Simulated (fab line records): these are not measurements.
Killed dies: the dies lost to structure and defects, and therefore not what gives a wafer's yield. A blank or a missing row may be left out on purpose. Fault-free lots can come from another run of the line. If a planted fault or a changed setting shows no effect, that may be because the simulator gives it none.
Matching of chambers | flow n5 finfet | N5_BEOL_M0_ALD_136 on ald metal-02 has 4 sister chambers
The step deposits TaN, pulse time 2 s, purge time 3 s, co reactant purge time 2 s. 4 wafers are shown with their chamber, then 9 later ones without.

== WAFERS PAIRED WITH THEIR CHAMBERS ==
wafer  | chamber | heater power w (W)
L080.5 | 2       | 449
L081.1 | 1       | 446
L086.3 | 0       | 402
L086.5 | 3       | 466

== WAFERS MISSING THEIR CHAMBER ==
wafer  | heater power w (W)
L088.2 | 418
L088.3 | 437
L088.5 | 446
L091.3 | 466
L091.4 | 399
L091.6 | 462
L092.4 | 455
L092.5 | 441
L092.6 | 441

== THE CHAMBER EACH PASSED THROUGH ==
wafer  | from the rows above          | in truth
L088.2 | can't be placed: 0 or 1      | 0
L088.3 | can't be placed: 1 or 2      | 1
L088.5 | can't be placed: 1 or 2      | 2
L091.3 | 3                            | 3
L091.4 | 0                            | 0
L091.6 | can't be placed: 3 or 2 or 1 | 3
L092.4 | can't be placed: 2 or 1 or 3 | 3
L092.5 | can't be placed: 1 or 2      | 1
L092.6 | can't be placed: 1 or 2      | 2
Correctly placed: 2 of 9. From these rows, 7 cannot be placed; in 7 the true chamber is one of the candidates. Placed wrongly: 0.
How it was worked out, from the rows above alone: a wafer's distance from a chamber is the root of the sum, over the readings, of the square of ((its reading less the chamber's mean) divided by the reading's scatter). If the next closest chamber is less than 2 further off than the closest, the wafer can't be placed; otherwise it belongs to the closest. The mean given for a chamber averages the wafers shown for that chamber. The scatter (one wafer shown for each chamber): square how far every hidden wafer sits from the nearest shown wafer, average those squares and take the square root.
